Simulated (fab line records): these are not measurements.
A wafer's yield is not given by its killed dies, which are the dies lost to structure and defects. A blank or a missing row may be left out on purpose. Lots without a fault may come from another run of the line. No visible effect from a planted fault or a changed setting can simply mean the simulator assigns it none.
Split-lot study || flow n5_finfet || 7 lots, 21 wafers read, on a route of 1938 steps

== ABOUT THE SPLIT ==
At N5_BEOL_M3_ETCH_64 (etches SOC in N2/H2, target depth 75 nm, overetch 15 nm, time 112.5 s), the setting time_s was moved away from the recipe's 112.5 s on 4 of the 21 wafers read, by -22.3% to +10.5%. For the rest of the wafers, this setting stayed at what the recipe calls for.

Reading taken at the split's own step.

== THE READING ==
SiARC_of_BEOL_M3_COAT_62.thk_nm (the simulator's own value, which no gauge read), in nm, at N5_BEOL_M3_ETCH_64 (etches SOC in N2/H2, target depth 75 nm, overetch 15 nm, time 112.5 s). The file does not state a usual value for it. Average 6.8 nm, standard deviation 0.15 nm, over the 17 wafers here run with the recipe.

{"wafer": "L077.2", "tool, chamber at the split": "rie_diel-02, 1,3", "time_s as run, s": 112.5, "against the recipe": "recipe", "SiARC_of_BEOL_M3_COAT_62.thk_nm, nm": 7, "against lot-mates on the recipe": "-"}
{"wafer": "L077.3", "tool, chamber at the split": "rie_diel-02, 1,3", "time_s as run, s": 112.5, "against the recipe": "recipe", "SiARC_of_BEOL_M3_COAT_62.thk_nm, nm": 7, "against lot-mates on the recipe": "-"}
{"wafer": "L077.5", "tool, chamber at the split": "rie_diel-02, 1", "time_s as run, s": 93.38, "against the recipe": "-17.0%", "SiARC_of_BEOL_M3_COAT_62.thk_nm, nm": 8, "against lot-mates on the recipe": "+1.0"}
{"wafer": "L079.2", "tool, chamber at the split": "rie_diel-02, 1", "time_s as run, s": 112.5, "against the recipe": "recipe", "SiARC_of_BEOL_M3_COAT_62.thk_nm, nm": 7, "against lot-mates on the recipe": "-"}
{"wafer": "L079.4", "tool, chamber at the split": "rie_diel-02, 2", "time_s as run, s": 112.5, "against the recipe": "recipe", "SiARC_of_BEOL_M3_COAT_62.thk_nm, nm": 6.8, "against lot-mates on the recipe": "-"}
{"wafer": "L079.6", "tool, chamber at the split": "rie_diel-02, 2", "time_s as run, s": 112.5, "against the recipe": "recipe", "SiARC_of_BEOL_M3_COAT_62.thk_nm, nm": 6.8, "against lot-mates on the recipe": "-"}
{"wafer": "L081.4", "tool, chamber at the split": "rie_diel-02, 3", "time_s as run, s": 93.32, "against the recipe": "-17.0%", "SiARC_of_BEOL_M3_COAT_62.thk_nm, nm": 7.8, "against lot-mates on the recipe": "+1.0"}
{"wafer": "L081.5", "tool, chamber at the split": "rie_diel-02, 0", "time_s as run, s": 112.5, "against the recipe": "recipe", "SiARC_of_BEOL_M3_COAT_62.thk_nm, nm": 6.6, "against lot-mates on the recipe": "-"}
{"wafer": "L081.6", "tool, chamber at the split": "rie_diel-02, 3", "time_s as run, s": 112.5, "against the recipe": "recipe", "SiARC_of_BEOL_M3_COAT_62.thk_nm, nm": 7, "against lot-mates on the recipe": "-"}
{"wafer": "L083.2", "tool, chamber at the split": "rie_diel-05, 2,1", "time_s as run, s": 112.5, "against the recipe": "recipe", "SiARC_of_BEOL_M3_COAT_62.thk_nm, nm": 6.8, "against lot-mates on the recipe": "-"}
{"wafer": "L083.3", "tool, chamber at the split": "rie_diel-05, 2,1", "time_s as run, s": 112.5, "against the recipe": "recipe", "SiARC_of_BEOL_M3_COAT_62.thk_nm, nm": 6.8, "against lot-mates on the recipe": "-"}
{"wafer": "L083.5", "tool, chamber at the split": "rie_diel-05, 3", "time_s as run, s": 112.5, "against the recipe": "recipe", "SiARC_of_BEOL_M3_COAT_62.thk_nm, nm": 7, "against lot-mates on the recipe": "-"}
{"wafer": "L084.1", "tool, chamber at the split": "rie_diel-02, 2", "time_s as run, s": 112.5, "against the recipe": "recipe", "SiARC_of_BEOL_M3_COAT_62.thk_nm, nm": 6.8, "against lot-mates on the recipe": "-"}
{"wafer": "L084.4", "tool, chamber at the split": "rie_diel-02, 3", "time_s as run, s": 87.39, "against the recipe": "-22.3%", "SiARC_of_BEOL_M3_COAT_62.thk_nm, nm": 8, "against lot-mates on the recipe": "+1.1"}
{"wafer": "L084.6", "tool, chamber at the split": "rie_diel-02, 1", "time_s as run, s": 112.5, "against the recipe": "recipe", "SiARC_of_BEOL_M3_COAT_62.thk_nm, nm": 7, "against lot-mates on the recipe": "-"}
{"wafer": "L090.3", "tool, chamber at the split": "rie_diel-02, 2", "time_s as run, s": 112.5, "against the recipe": "recipe", "SiARC_of_BEOL_M3_COAT_62.thk_nm, nm": 6.8, "against lot-mates on the recipe": "-"}
{"wafer": "L090.4", "tool, chamber at the split": "rie_diel-02, 3", "time_s as run, s": 112.5, "against the recipe": "recipe", "SiARC_of_BEOL_M3_COAT_62.thk_nm, nm": 7, "against lot-mates on the recipe": "-"}
{"wafer": "L090.5", "tool, chamber at the split": "rie_diel-02, 0", "time_s as run, s": 124.3, "against the recipe": "+10.5%", "SiARC_of_BEOL_M3_COAT_62.thk_nm, nm": 6.2, "against lot-mates on the recipe": -0.7}
{"wafer": "L092.1", "tool, chamber at the split": "rie_diel-05, 2,1", "time_s as run, s": 112.5, "against the recipe": "recipe", "SiARC_of_BEOL_M3_COAT_62.thk_nm, nm": 6.6, "against lot-mates on the recipe": "-"}
{"wafer": "L092.4", "tool, chamber at the split": "rie_diel-05, 2,1", "time_s as run, s": 112.5, "against the recipe": "recipe", "SiARC_of_BEOL_M3_COAT_62.thk_nm, nm": 6.6, "against lot-mates on the recipe": "-"}
{"wafer": "L092.2", "tool, chamber at the split": "rie_diel-05, 1", "time_s as run, s": 112.5, "against the recipe": "recipe", "SiARC_of_BEOL_M3_COAT_62.thk_nm, nm": 6.8, "against lot-mates on the recipe": "-"}
The file does not say which wafer passed through which chamber wherever a row lists several chambers: such a row stands for several wafers.

THE FIT
A straight line over all 21 wafers: SiARC_of_BEOL_M3_COAT_62.thk_nm changes by -0.0576 nm for each +1% of time_s; r = -0.95; the points scatter about the line by 0.15 nm.
The same after taking each lot's own level away (the mean of its wafers on the recipe; 21 wafers): -0.0558 nm for each +1%; r = -0.97; scatter 0.11 nm.
The reading moves by 1.2 nm for the largest change in time_s, on that fit.
From 6.67 to 7.00 nm: that is the span of the lots' own levels, equal to 2.3 times the standard deviation above.
The two slopes agree, so the slope changes little with the lot-to-lot level.
Check: for one of the wafers moved furthest among these (-22.3%), held out of the fit, the line's prediction against its lot-mates is +1.34 nm. It came out at +1.1 nm against them.

== OTHER SPLITS ON THESE WAFERS ==
Note: prior to the reading, these wafers also went through further splits. Each is held against what the fit with the lots' levels taken away leaves over:
{"other split on the same wafers": "N5_BEOL_M2_EXPOSE_25 dose_mj", "wafers away from the commonest value": 7, "r with SiARC_of_BEOL_M3_COAT_62.thk_nm (lot level and that fit taken away)": "+0.50"}
{"other split on the same wafers": "N5_BEOL_M2_DESCUM_33 time_s", "wafers away from the commonest value": 4, "r with SiARC_of_BEOL_M3_COAT_62.thk_nm (lot level and that fit taken away)": -0.27}

== FILE'S OWN FIT ==
SiARC_of_BEOL_M3_COAT_62.thk_nm changes by -0.0555 nm for each +1% of time_s, r = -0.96.
